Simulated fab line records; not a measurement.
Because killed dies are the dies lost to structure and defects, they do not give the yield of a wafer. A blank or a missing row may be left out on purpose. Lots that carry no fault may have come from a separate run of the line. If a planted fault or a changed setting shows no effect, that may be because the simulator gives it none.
Split-lot trial ; flow n5_finfet ; 21 wafers read across 7 lots, on a route 1938 steps long

SPLIT DETAILS
At N5_BEOL_M8_VIA_ETCH_34 (etches SiCOH lowk in C4F6/O2, target depth 125.5 nm, time 50.5 s), the setting bias_w was moved away from the recipe's 185 W on 10 of the 21 wafers read, by -13.5% to +15.9%. All remaining wafers had this setting at the recipe value.

The reading comes from the split's own step.

THE READING
rf_vpp_V, in V, at N5_BEOL_M8_VIA_ETCH_34 (etches SiCOH lowk in C4F6/O2, target depth 125.5 nm, time 50.5 s). Typical for fault-free wafers on this fab line: 668 V, with standard deviation 13 V.

wafer;tool, chamber at the split;bias_w as run, W;against the recipe;rf_vpp_V, V;against lot-mates on the recipe
L075.1;rie_diel-06, 0;214.4;+15.9%;746;+69
L075.3;rie_diel-06, 2;214.4;+15.9%;773;+96
L075.6;rie_diel-06, 1;185;recipe;677;-
L076.4;rie_diel-05, 1;185;recipe;666;-
L076.5;rie_diel-05, 2;212.1;+14.6%;731;+65
L076.6;rie_diel-05, 3;212.1;+14.6%;724;+58
L084.1;rie_diel-04, 0;185;recipe;676;-
L084.2;rie_diel-04, 1;185;recipe;663;-
L084.3;rie_diel-04, 3;185;recipe;693;-
L087.1;rie_diel-04, 0;160.5;-13.2%;604;-58
L087.2;rie_diel-04, 1;185;recipe;662;-
L087.6;rie_diel-04, 3;160.5;-13.2%;620;-42
L090.1;rie_diel-05, 3;160;-13.5%;579;-85
L090.3;rie_diel-05, 0;185;recipe;664;-
L090.6;rie_diel-05, 0;160;-13.5%;592;-72
L092.2;rie_diel-04, 3;211.9;+14.5%;771;+102
L092.3;rie_diel-04, 2;185;recipe;669;-
L092.6;rie_diel-04, 3;211.9;+14.5%;771;+102
L097.1;rie_diel-06, 0;185;recipe;664;-
L097.5;rie_diel-06, 2;185;recipe;689;-
L097.6;rie_diel-06, 1;185;recipe;675;-

THE FIT
A straight line over all 21 wafers: rf_vpp_V changes by +5.41 V for each +1% of bias_w; r = +0.97; the points scatter about the line by 15 V.
The same after taking each lot's own level away (the mean of its wafers on the recipe; 21 wafers): +5.19 V for each +1%; r = +0.97; scatter 14 V.
According to that fit, moving bias_w by its largest amount changes the reading by 82 V.
From 662.0 to 677.3 V: that is the span of the lots' own levels, equal to 1.2 times the standard deviation above.
Consequently the slope shifts little with the lot-to-lot level, the two slopes agreeing.
Check: +87.3 V against its lot-mates is what the line predicts for one of the wafers moved furthest among these (+15.9%) when that wafer is left out of the fit. Against them it came out at +69 V.
Tool readings at the split's step, against how far the setting was moved: rf_vpp_V r = +0.97.

OTHER SPLITS APPLIED TO THESE WAFERS
These wafers also went through other splits before the reading. Each is held against what the fit with the lots' levels taken away leaves over:
other split on the same wafers;wafers away from the commonest value;r with rf_vpp_V (lot level and that fit taken away)
N5_BEOL_M7_ETCH_62 source_w;12;+0.27
N5_BEOL_M7_COAT_71 spin_rpm;5;+0.07

THE WHOLE CHAIN: every reading that the file lists as answering this split, in the file's order
step;what it does;reading;change (the file's fit);r (the file's)
N5_BEOL_M8_VIA_ETCH_34;etches SiCOH lowk in C4F6/O2, target depth 125.5 nm, time 50.5 s;rf_vpp_V;+5.25 V for each +1% of the setting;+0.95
N5_BEOL_M8_VIA_ETCH_34;etches SiCOH lowk in C4F6/O2, target depth 125.5 nm, time 50.5 s;etch.depth_nm (the simulator's own value, which no gauge read);+0.369 nm for each +1% of the setting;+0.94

FILE'S OWN FIT
rf_vpp_V changes by +5.25 V for each +1% of bias_w, r = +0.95.
